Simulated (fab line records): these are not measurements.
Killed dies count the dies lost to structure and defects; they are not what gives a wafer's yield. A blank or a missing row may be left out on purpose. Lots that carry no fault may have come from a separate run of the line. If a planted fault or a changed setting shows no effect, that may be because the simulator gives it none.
Comparing a struck lot with a sound one + flow n5_finfet + 15 out of 1938 route steps
Sound: wafers L317.1, L317.5, L317.6. Struck: wafer L327.5. (L327.3, L327.6 of the same lot were not struck and are left out.) The cause comes at the end.
At each step with rows: each side's tool, then ch and its chambers, then its first start. Under that, the readings that differ: sound wafers + struck wafers + difference of the means + sigmas: that difference in standard deviations of wafers without a fault.
alike: a reading whose means differ by less than 2 such deviations, as well as words and numbers matching on both sides. not compared: withheld readings; readings where some wafer has no value; bounds like >300 that might hide an equal value; numbers whose values overlap and for which the record gives no deviation.
Wherever a step has rows on one side only, a row that says differs or no value, or a row with sigmas, the two part there. When numbers do not overlap yet have no deviation, they are printed without sigmas and do not part them. Lack of a reading on every wafer of one side parts them only where that side has two or more wafers.

first, 2 steps without rows for these wafers: N5_BEOL_M15_SPUTTER_45 (material Cu, target thk 100 nm, time 16.67 s); N5_BEOL_M15_ECD_47 (material Cu, target thk 1860 nm).
N5_BEOL_M15_ANNEAL_48: time 90 s.
  sound on rtp_anneal-01 ch 0, day 13 06:21; struck on rtp_anneal-02 ch 0, day 15 19:23
  alike: wafer_temp_C_max
N5_BEOL_M15_CMP_49: polishes, stops on SiO2, t overpolish 4.9 s, target thk 850 nm.
  sound on cmp-02 ch 1,2,3, day 13 06:48; struck on cmp-04 ch 3, day 15 19:39
  alike: barrier_field_endpoint_s, motor_current_A, overpolish_run_s
N5_BEOL_M15_THK_MEAS_50: measures by xrf.
  sound on film_metro-02 at day 13 07:01; struck on film_metro-01 at day 15 19:55
  alike: M15_THK
then, 1 step without rows for these wafers: N5_BEOL_M15_PRE_CLEAN_52 (time 15 s).
N5_BEOL_M15_DEP_53: deposits SiCN from 3MS/NH3, target thk 50 nm, time 17.8 s.
  sound on pecvd-04 ch 0,2, day 13 07:05; struck on pecvd-02 ch 1, day 15 19:58
  alike: showerhead_plenum_p_Torr, throttle_valve_pct
N5_BEOL_M15_RS_MEAS_54: the measuring method here is four-point-probe.
  sound on film_metro-01 at day 13 07:09; struck on film_metro-02 at day 15 20:02
  alike: M15_RS
N5_BEOL_M15_INSPECT_55: inspects for defects (darkfield).
  sound on defect_inspect-02 at day 13 07:11; struck on defect_inspect-02 at day 15 20:04
  alike: raw_defect_count
N5_BEOL_M15_RC_MEAS_101:
  sound on prober-01 ch 0, day 13 07:39; struck on prober-02 ch 0, day 15 20:56
| reading           | sound                   | struck  | difference | sigmas |
|-------------------|-------------------------|---------|------------|--------|
| COMB_M11 (S/m)    | 2.6e-11 1.4e-11 1.8e-11 | 1.2e-11 | -7.3e-12   | -2     |
| SERP_M11 (ohm/um) | 3.05 3.13 3.21          | 2.90    | -0.23      | -2     |
| SERP_M12 (ohm/um) | 0.618 0.621 0.621       | 0.648   | +0.028     | +2     |
| SERP_M7 (ohm/um)  | 14.6 15.3 13.3          | 12.8    | -1.6       | -3     |
  alike: COMB_M10, COMB_M12, COMB_M13, COMB_M14, COMB_M15, COMB_M5, COMB_M6, COMB_M7, COMB_M8, COMB_M9, SERP_M10, SERP_M13, SERP_M14, SERP_M5, SERP_M6, SERP_M8, SERP_M9
then, 1 step without rows for these wafers: N5_PASSIVATION_PECVD_00 (deposits SiO2 from SiH4/N2O, target thk 200 nm, time 11.2 s).
N5_MIM_BOT_DEGAS_01: time 60 s.
  sound on pvd_sputter-03 at day 13 10:29; struck on pvd_sputter-01 at day 15 23:51
  alike: heater_power_w
N5_MIM_BOT_SPUTTER_00: material TiN, target thk 35 nm, time 89.7 s.
  sound on pvd_sputter-03 at day 13 10:32; struck on pvd_sputter-01 at day 15 23:53
| reading                                     | sound          | struck | difference | sigmas |
|---------------------------------------------|----------------|--------|------------|--------|
| model.TiN_of_MIM_BOT_SPUTTER_00.thk_nm (nm) | 34.6 34.6 35.8 | 28     | -7         |        |
  alike: cathode_dc_power_W, throttle_valve_pct
N5_MIM_TOP_ALD_00: deposits Al2O3, purge time 3 s, co reactant pulse time 3 s.
  sound on ald_hk-01 ch 0,1,3, day 13 10:38; struck on ald_hk-01 ch 3, day 15 23:59
  alike: precursor_pulse_height_rel
after that, 1 step had no rows for these wafers: N5_PASSIVATION_PROBE_49.

WHERE THEY PART
N5_BEOL_M15_RC_MEAS_101 only, going by this record. Later steps at which nothing parts them and some readings are alike: N5_MIM_BOT_DEGAS_01, N5_MIM_BOT_SPUTTER_00, N5_MIM_TOP_ALD_00.

WHY: the cause the simulator had injected
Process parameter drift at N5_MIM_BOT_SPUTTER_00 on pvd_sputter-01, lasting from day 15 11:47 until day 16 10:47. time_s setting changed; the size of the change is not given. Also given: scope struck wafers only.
